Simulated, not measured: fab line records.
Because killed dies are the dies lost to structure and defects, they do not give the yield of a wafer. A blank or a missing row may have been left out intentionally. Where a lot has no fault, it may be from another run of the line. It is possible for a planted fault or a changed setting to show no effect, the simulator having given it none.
Chamber matching | flow n5 finfet | rie diel-03 running N5_MIM_BOT_ETCH_STRIP_01: 4 sister chambers
The step strips in O2. 14 wafers are shown with their chamber, then 7 later ones without.

EACH WAFER AND ITS CHAMBER
wafer  | chamber | showerhead plenum p Torr (Torr) | throttle valve pct (%) | oes product au (a.u.)
L252.3 | 2       | 2.11                            | 16.45                  | 0.83
L252.4 | 1       | 2.04                            | 16.80                  | 0.78
L252.5 | 2       | 2.11                            | 16.47                  | 0.85
L254.2 | 0       | 2.15                            | 16.21                  | 0.92
L254.3 | 2       | 2.11                            | 16.48                  | 0.87
L254.6 | 0       | 2.15                            | 16.20                  | 0.91
L263.2 | 2       | 2.10                            | 16.46                  | 0.84
L263.3 | 1       | 2.03                            | 16.87                  | 0.75
L263.6 | 1       | 2.03                            | 16.87                  | 0.77
L261.1 | 1       | 2.03                            | 16.85                  | 0.74
L261.4 | 0       | 2.15                            | 16.21                  | 0.85
L261.5 | 0       | 2.14                            | 16.27                  | 0.88
L266.1 | 0       | 2.14                            | 16.31                  | 0.87
L266.4 | 3       | 2.03                            | 16.53                  | 0.70

SIGNATURES (averages over the wafers above)
reading                  | chamber 0 | chamber 1 | chamber 2 | chamber 3 | scatter within a chamber
showerhead plenum p Torr | 2.1460    | 2.0325    | 2.1075    | 2.0300    | 0.0052
throttle valve pct       | 16.2400   | 16.8475   | 16.4650   | 16.5300   | 0.036
oes product au           | 0.8860    | 0.7600    | 0.8475    | 0.7000    | 0.0228
Rule: a wafer lies at a distance from a chamber equal to the root of the sum of squares, over the readings, of (its reading less the chamber's mean, divided by the reading's scatter). If the next closest chamber is less than 2 further off than the closest, the wafer can't be placed; otherwise it belongs to the closest. How the scatter is found: for the shown wafers, subtract from each reading the mean of its chamber, square and add these, divide the total by (wafers less chambers), then take the root.

WAFERS WITH NO CHAMBER GIVEN
wafer  | showerhead plenum p Torr (Torr) | throttle valve pct (%) | oes product au (a.u.)
L266.5 | 2.03                            | 16.87                  | 0.75
L273.1 | 2.03                            | 16.58                  | 0.70
L273.2 | 2.14                            | 16.31                  | 0.84
L273.4 | 2.10                            | 16.54                  | 0.82
L275.2 | 2.02                            | 16.84                  | 0.71
L275.5 | 2.10                            | 16.57                  | 0.82
L275.6 | 2.02                            | 16.59                  | 0.68

WHICH CHAMBER EACH WENT THROUGH
wafer  | from the rows above | in truth
L266.5 | 1                   | 1
L273.1 | 3                   | 3
L273.2 | 0                   | 0
L273.4 | 2                   | 2
L275.2 | 1                   | 1
L275.5 | 2                   | 2
L275.6 | 3                   | 3
Correctly placed: 7 of 7. From these rows, 0 cannot be placed. Wrongly placed: 0.
